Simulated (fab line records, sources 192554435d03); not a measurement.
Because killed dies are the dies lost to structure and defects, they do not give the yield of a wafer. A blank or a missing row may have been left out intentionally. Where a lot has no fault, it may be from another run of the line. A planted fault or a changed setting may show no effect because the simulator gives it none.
Split-lot trial || flow n5_finfet || 7 lots, 39 wafers read, on a route of 1938 steps

## ON THE SPLIT
At N5_BEOL_M7_DEP_56 (deposits SiCN from 3MS/NH3, target thk 10 nm, time 17.5 s), the setting time_s was moved away from the recipe's 17.5 s on 15 of the 39 wafers read, by -55.2% to +39.9%. The other wafers ran this setting at the recipe's value.

The split's own step is where the reading is taken.

## THE READING
SiCN_of_BEOL_M7_DEP_56.thk_nm (the simulator's own value, which no gauge read), in nm, at N5_BEOL_M7_DEP_56 (deposits SiCN from 3MS/NH3, target thk 10 nm, time 17.5 s). The file does not state a usual value for it. Average 10.0 nm, standard deviation 0.17 nm, over the 24 wafers here run with the recipe.

{"wafer": "L077.1", "tool, chamber at the split": "pecvd-04, 0", "time_s as run, s": 7.844, "against the recipe": "-55.2%", "SiCN_of_BEOL_M7_DEP_56.thk_nm, nm": 4.8, "against lot-mates on the recipe": -5.3}
{"wafer": "L077.2", "tool, chamber at the split": "pecvd-04, 2", "time_s as run, s": 7.844, "against the recipe": "-55.2%", "SiCN_of_BEOL_M7_DEP_56.thk_nm, nm": 4.4, "against lot-mates on the recipe": -5.7}
{"wafer": "L077.3", "tool, chamber at the split": "pecvd-04, 1,2", "time_s as run, s": 17.5, "against the recipe": "recipe", "SiCN_of_BEOL_M7_DEP_56.thk_nm, nm": 10, "against lot-mates on the recipe": "-"}
{"wafer": "L077.6", "tool, chamber at the split": "pecvd-04, 1,2", "time_s as run, s": 17.5, "against the recipe": "recipe", "SiCN_of_BEOL_M7_DEP_56.thk_nm, nm": 10, "against lot-mates on the recipe": "-"}
{"wafer": "L077.4", "tool, chamber at the split": "pecvd-04, 1", "time_s as run, s": 17.5, "against the recipe": "recipe", "SiCN_of_BEOL_M7_DEP_56.thk_nm, nm": 10.2, "against lot-mates on the recipe": "-"}
{"wafer": "L077.5", "tool, chamber at the split": "pecvd-04, 0", "time_s as run, s": 7.844, "against the recipe": "-55.2%", "SiCN_of_BEOL_M7_DEP_56.thk_nm, nm": 4.6, "against lot-mates on the recipe": -5.5}
{"wafer": "L083.1", "tool, chamber at the split": "pecvd-01, 1", "time_s as run, s": 12.21, "against the recipe": "-30.2%", "SiCN_of_BEOL_M7_DEP_56.thk_nm, nm": 6.8, "against lot-mates on the recipe": -3.3}
{"wafer": "L083.2", "tool, chamber at the split": "pecvd-01, 0,2", "time_s as run, s": 12.21, "against the recipe": "-30.2%", "SiCN_of_BEOL_M7_DEP_56.thk_nm, nm": 7, "against lot-mates on the recipe": -3.1}
{"wafer": "L083.3", "tool, chamber at the split": "pecvd-01, 0,2", "time_s as run, s": 12.21, "against the recipe": "-30.2%", "SiCN_of_BEOL_M7_DEP_56.thk_nm, nm": 7, "against lot-mates on the recipe": -3.1}
{"wafer": "L083.4", "tool, chamber at the split": "pecvd-01, 1,0", "time_s as run, s": 17.5, "against the recipe": "recipe", "SiCN_of_BEOL_M7_DEP_56.thk_nm, nm": 10, "against lot-mates on the recipe": "-"}
{"wafer": "L083.6", "tool, chamber at the split": "pecvd-01, 1,0", "time_s as run, s": 17.5, "against the recipe": "recipe", "SiCN_of_BEOL_M7_DEP_56.thk_nm, nm": 10, "against lot-mates on the recipe": "-"}
{"wafer": "L083.5", "tool, chamber at the split": "pecvd-01, 2", "time_s as run, s": 17.5, "against the recipe": "recipe", "SiCN_of_BEOL_M7_DEP_56.thk_nm, nm": 10.2, "against lot-mates on the recipe": "-"}
{"wafer": "L088.1", "tool, chamber at the split": "pecvd-04, 0", "time_s as run, s": 24.49, "against the recipe": "+39.9%", "SiCN_of_BEOL_M7_DEP_56.thk_nm, nm": 13.6, "against lot-mates on the recipe": "+3.5"}
{"wafer": "L088.2", "tool, chamber at the split": "pecvd-04, 2", "time_s as run, s": 17.5, "against the recipe": "recipe", "SiCN_of_BEOL_M7_DEP_56.thk_nm, nm": 9.8, "against lot-mates on the recipe": "-"}
{"wafer": "L088.3", "tool, chamber at the split": "pecvd-04, 1", "time_s as run, s": 17.5, "against the recipe": "recipe", "SiCN_of_BEOL_M7_DEP_56.thk_nm, nm": 10, "against lot-mates on the recipe": "-"}
{"wafer": "L088.4", "tool, chamber at the split": "pecvd-04, 1", "time_s as run, s": 17.5, "against the recipe": "recipe", "SiCN_of_BEOL_M7_DEP_56.thk_nm, nm": 10.4, "against lot-mates on the recipe": "-"}
{"wafer": "L088.5", "tool, chamber at the split": "pecvd-04, 2", "time_s as run, s": 24.49, "against the recipe": "+39.9%", "SiCN_of_BEOL_M7_DEP_56.thk_nm, nm": 13.8, "against lot-mates on the recipe": "+3.7"}
{"wafer": "L088.6", "tool, chamber at the split": "pecvd-04, 0", "time_s as run, s": 24.49, "against the recipe": "+39.9%", "SiCN_of_BEOL_M7_DEP_56.thk_nm, nm": 14, "against lot-mates on the recipe": "+3.9"}
{"wafer": "L089.1", "tool, chamber at the split": "pecvd-01, 1,2", "time_s as run, s": 8.771, "against the recipe": "-49.9%", "SiCN_of_BEOL_M7_DEP_56.thk_nm, nm": 4.8, "against lot-mates on the recipe": -5.1}
{"wafer": "L089.3", "tool, chamber at the split": "pecvd-01, 1,2", "time_s as run, s": 8.771, "against the recipe": "-49.9%", "SiCN_of_BEOL_M7_DEP_56.thk_nm, nm": 4.8, "against lot-mates on the recipe": -5.1}
{"wafer": "L089.2", "tool, chamber at the split": "pecvd-01, 0", "time_s as run, s": 17.5, "against the recipe": "recipe", "SiCN_of_BEOL_M7_DEP_56.thk_nm, nm": 9.6, "against lot-mates on the recipe": "-"}
{"wafer": "L089.4", "tool, chamber at the split": "pecvd-01, 2,1", "time_s as run, s": 17.5, "against the recipe": "recipe", "SiCN_of_BEOL_M7_DEP_56.thk_nm, nm": 10, "against lot-mates on the recipe": "-"}
{"wafer": "L089.5", "tool, chamber at the split": "pecvd-01, 2,1", "time_s as run, s": 17.5, "against the recipe": "recipe", "SiCN_of_BEOL_M7_DEP_56.thk_nm, nm": 10, "against lot-mates on the recipe": "-"}
{"wafer": "L089.6", "tool, chamber at the split": "pecvd-01, 0", "time_s as run, s": 8.771, "against the recipe": "-49.9%", "SiCN_of_BEOL_M7_DEP_56.thk_nm, nm": 4.6, "against lot-mates on the recipe": -5.3}
{"wafer": "L095.4", "tool, chamber at the split": "pecvd-01, 2,1,0", "time_s as run, s": 17.5, "against the recipe": "recipe", "SiCN_of_BEOL_M7_DEP_56.thk_nm, nm": 10, "against lot-mates on the recipe": "-"}
{"wafer": "L095.5", "tool, chamber at the split": "pecvd-01, 2,1,0", "time_s as run, s": 17.5, "against the recipe": "recipe", "SiCN_of_BEOL_M7_DEP_56.thk_nm, nm": 10, "against lot-mates on the recipe": "-"}
{"wafer": "L095.6", "tool, chamber at the split": "pecvd-01, 2,1,0", "time_s as run, s": 17.5, "against the recipe": "recipe", "SiCN_of_BEOL_M7_DEP_56.thk_nm, nm": 10, "against lot-mates on the recipe": "-"}
{"wafer": "L094.1", "tool, chamber at the split": "pecvd-04, 0", "time_s as run, s": 17.5, "against the recipe": "recipe", "SiCN_of_BEOL_M7_DEP_56.thk_nm, nm": 9.8, "against lot-mates on the recipe": "-"}
{"wafer": "L094.2", "tool, chamber at the split": "pecvd-04, 2,0,2,1", "time_s as run, s": 17.5, "against the recipe": "recipe", "SiCN_of_BEOL_M7_DEP_56.thk_nm, nm": 10.2, "against lot-mates on the recipe": "-"}
{"wafer": "L094.4", "tool, chamber at the split": "pecvd-04, 2,0,2,1", "time_s as run, s": 17.5, "against the recipe": "recipe", "SiCN_of_BEOL_M7_DEP_56.thk_nm, nm": 10.2, "against lot-mates on the recipe": "-"}
{"wafer": "L094.5", "tool, chamber at the split": "pecvd-04, 2,0,2,1", "time_s as run, s": 17.5, "against the recipe": "recipe", "SiCN_of_BEOL_M7_DEP_56.thk_nm, nm": 10.2, "against lot-mates on the recipe": "-"}
{"wafer": "L094.6", "tool, chamber at the split": "pecvd-04, 2,0,2,1", "time_s as run, s": 17.5, "against the recipe": "recipe", "SiCN_of_BEOL_M7_DEP_56.thk_nm, nm": 10.2, "against lot-mates on the recipe": "-"}
{"wafer": "L094.3", "tool, chamber at the split": "pecvd-04, 1", "time_s as run, s": 17.5, "against the recipe": "recipe", "SiCN_of_BEOL_M7_DEP_56.thk_nm, nm": 10, "against lot-mates on the recipe": "-"}
{"wafer": "L097.1", "tool, chamber at the split": "pecvd-04, 1", "time_s as run, s": 11.75, "against the recipe": "-32.9%", "SiCN_of_BEOL_M7_DEP_56.thk_nm, nm": 7, "against lot-mates on the recipe": -3.0}
{"wafer": "L097.2", "tool, chamber at the split": "pecvd-04, 0", "time_s as run, s": 17.5, "against the recipe": "recipe", "SiCN_of_BEOL_M7_DEP_56.thk_nm, nm": 9.8, "against lot-mates on the recipe": "-"}
{"wafer": "L097.3", "tool, chamber at the split": "pecvd-04, 2", "time_s as run, s": 11.75, "against the recipe": "-32.9%", "SiCN_of_BEOL_M7_DEP_56.thk_nm, nm": 6.8, "against lot-mates on the recipe": -3.2}
{"wafer": "L097.6", "tool, chamber at the split": "pecvd-04, 2", "time_s as run, s": 11.75, "against the recipe": "-32.9%", "SiCN_of_BEOL_M7_DEP_56.thk_nm, nm": 6.8, "against lot-mates on the recipe": -3.2}
{"wafer": "L097.4", "tool, chamber at the split": "pecvd-04, 0", "time_s as run, s": 17.5, "against the recipe": "recipe", "SiCN_of_BEOL_M7_DEP_56.thk_nm, nm": 10, "against lot-mates on the recipe": "-"}
{"wafer": "L097.5", "tool, chamber at the split": "pecvd-04, 1", "time_s as run, s": 17.5, "against the recipe": "recipe", "SiCN_of_BEOL_M7_DEP_56.thk_nm, nm": 10.2, "against lot-mates on the recipe": "-"}
When a row names more than one chamber, that row covers several wafers, and the file does not tell which wafer ran in which chamber.

FIT RESULTS
A straight line over all 39 wafers: SiCN_of_BEOL_M7_DEP_56.thk_nm changes by +0.0995 nm for each +1% of time_s; r = +1.00; the points scatter about the line by 0.2 nm.
The same after taking each lot's own level away (the mean of its wafers on the recipe; 39 wafers): +0.0986 nm for each +1%; r = +1.00; scatter 0.17 nm.
That fit puts the effect of the largest move of time_s on the reading at 5.4 nm.
Across the lots, their own levels run from 9.87 to 10.10 nm, a range of 1.4 times the standard deviation given above.
The two slopes agree, so the slope changes little with the lot-to-lot level.
Check: for one of the wafers moved furthest among these (-55.2%), held out of the fit, the line's prediction against its lot-mates is -5.51 nm. Against them it came out at -5.27 nm.

## THESE WAFERS: OTHER SPLITS
These wafers also went through other splits before the reading. Each is held against what the fit with the lots' levels taken away leaves over:
{"other split on the same wafers": "N5_BEOL_M2_DESCUM_16 time_s", "wafers away from the commonest value": 15, "r with SiCN_of_BEOL_M7_DEP_56.thk_nm (lot level and that fit taken away)": -0.28}
{"other split on the same wafers": "N5_BEOL_M6_ETCH_62 time_s", "wafers away from the commonest value": 9, "r with SiCN_of_BEOL_M7_DEP_56.thk_nm (lot level and that fit taken away)": -0.17}

## THE FILE'S OWN FIT
SiCN_of_BEOL_M7_DEP_56.thk_nm changes by +0.0992 nm for each +1% of time_s, r = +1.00.
